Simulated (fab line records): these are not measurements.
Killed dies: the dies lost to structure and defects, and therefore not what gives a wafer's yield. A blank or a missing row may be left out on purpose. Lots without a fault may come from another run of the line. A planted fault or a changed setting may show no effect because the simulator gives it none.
Chamber matching :: flow n5 finfet :: ald metal-03 running N5_HKMG_FIN_PWFM_ALD_03: 4 sister chambers
The step deposits TiN, target thk 2 nm, pulse time 1 s, purge time 3 s. 4 wafers are shown with their chamber, then 12 later ones without.

== WAFERS, EACH WITH ITS CHAMBER ==
wafer: L083.2
chamber: 1
heater power w (W): 749

wafer: L083.6
chamber: 0
heater power w (W): 1053

wafer: L085.4
chamber: 2
heater power w (W): 903

wafer: L085.5
chamber: 3
heater power w (W): 864

== WAFERS WITHOUT THEIR CHAMBER ==
wafer: L087.2
heater power w (W): 1033

wafer: L087.4
heater power w (W): 934

wafer: L087.5
heater power w (W): 833

wafer: L088.2
heater power w (W): 848

wafer: L088.3
heater power w (W): 750

wafer: L088.6
heater power w (W): 831

wafer: L093.2
heater power w (W): 1025

wafer: L093.3
heater power w (W): 818

wafer: L093.4
heater power w (W): 758

wafer: L097.1
heater power w (W): 841

wafer: L097.4
heater power w (W): 737

wafer: L097.5
heater power w (W): 910

== EACH ONE'S CHAMBER ==
wafer: L087.2
from the rows above: 0
in truth: 0

wafer: L087.4
from the rows above: can't be placed: 2 or 3
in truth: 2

wafer: L087.5
from the rows above: can't be placed: 3 or 2
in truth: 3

wafer: L088.2
from the rows above: can't be placed: 3 or 2
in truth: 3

wafer: L088.3
from the rows above: 1
in truth: 1

wafer: L088.6
from the rows above: can't be placed: 3 or 2 or 1
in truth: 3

wafer: L093.2
from the rows above: 0
in truth: 0

wafer: L093.3
from the rows above: can't be placed: 3 or 1 or 2
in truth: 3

wafer: L093.4
from the rows above: 1
in truth: 1

wafer: L097.1
from the rows above: can't be placed: 3 or 2
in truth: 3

wafer: L097.4
from the rows above: 1
in truth: 1

wafer: L097.5
from the rows above: can't be placed: 2 or 3
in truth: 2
Placed correctly: 5 of 12. Not placeable from these rows: 7 (in 7, the candidates include the true chamber). 0 placed wrongly.
How it was worked out, from the rows above alone: a wafer's distance from a chamber is the root of the sum, over the readings, of the square of ((its reading less the chamber's mean) divided by the reading's scatter). The wafer belongs to the nearest chamber; if the next one is less than 2 further off, it can't be placed. Each chamber's mean is taken over the wafers shown for it. The scatter: root of mean squared gap, hidden wafer to nearest shown wafer, with one shown wafer a chamber.
